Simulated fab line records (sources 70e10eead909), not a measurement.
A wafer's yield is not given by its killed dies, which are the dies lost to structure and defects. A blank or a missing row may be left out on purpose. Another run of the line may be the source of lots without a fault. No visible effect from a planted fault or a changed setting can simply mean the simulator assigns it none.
Which tool did it? / flow nand harc / 36 wafers sampled from 12 lots at 1 step of a route of 1159

== WHAT EACH GAUGE READ, for each wafer ==
NHARC_P_BONDPAD_THK_MEAS_20: measures by xrf.
lot=L074; measured=day 6 21:16; on=film metro-01; thk nm (nm)=161.1 161.9 160.9
lot=L078; measured=day 7 12:01; on=film metro-01; thk nm (nm)=161.9 160.4 160.0
lot=L079; measured=day 7 13:36; on=film metro-02; thk nm (nm)=160.7 159.6 157.7
lot=L081; measured=day 8 13:56; on=film metro-01; thk nm (nm)=155.0 159.2 162.5
lot=L082; measured=day 8 15:22; on=film metro-01; thk nm (nm)=160.0 161.4 161.4
lot=L086; measured=day 9 14:00; on=film metro-02; thk nm (nm)=159.8 159.9 159.8
lot=L087; measured=day 9 15:46; on=film metro-02; thk nm (nm)=157.9 160.0 161.0
lot=L090; measured=day 10 07:49; on=film metro-02; thk nm (nm)=158.8 161.5 161.9
lot=L091; measured=day 10 14:25; on=film metro-01; thk nm (nm)=161.2 163.4 161.3
lot=L093; measured=day 11 05:58; on=film metro-01; thk nm (nm)=160.4 158.2 158.7
lot=L094; measured=day 11 11:44; on=film metro-02; thk nm (nm)=158.8 162.0 160.2
lot=L097; measured=day 12 08:38; on=film metro-01; thk nm (nm)=159.9 159.9 162.6

== WHICH TOOL RAN EACH LOT (tool, then ch and the chambers of the sampled wafers, then the start) ==
Record: no process step prior to these readings.

== THE ANSWER, worked out from the rows above alone ==
Rule: the usual values come from the lots themselves. Put in order of their means at a reading, lots are off if they are a third of the lots or fewer, leave a main group of 4 or more, and stand apart from it by a gap of 3 or more times the standard deviation of the main group's means; of several such gaps the widest counts. A main group whose means are all the same, to the digits that the tables above print for the reading, isn't used. A lot without any number at a reading at which 4 lots or more have one is off too. The other lots that the step has rows for count as sound.
Nothing can be told from this: no lot is off at any reading shown.

== WHAT THE SIMULATOR HAD PUT IN ==
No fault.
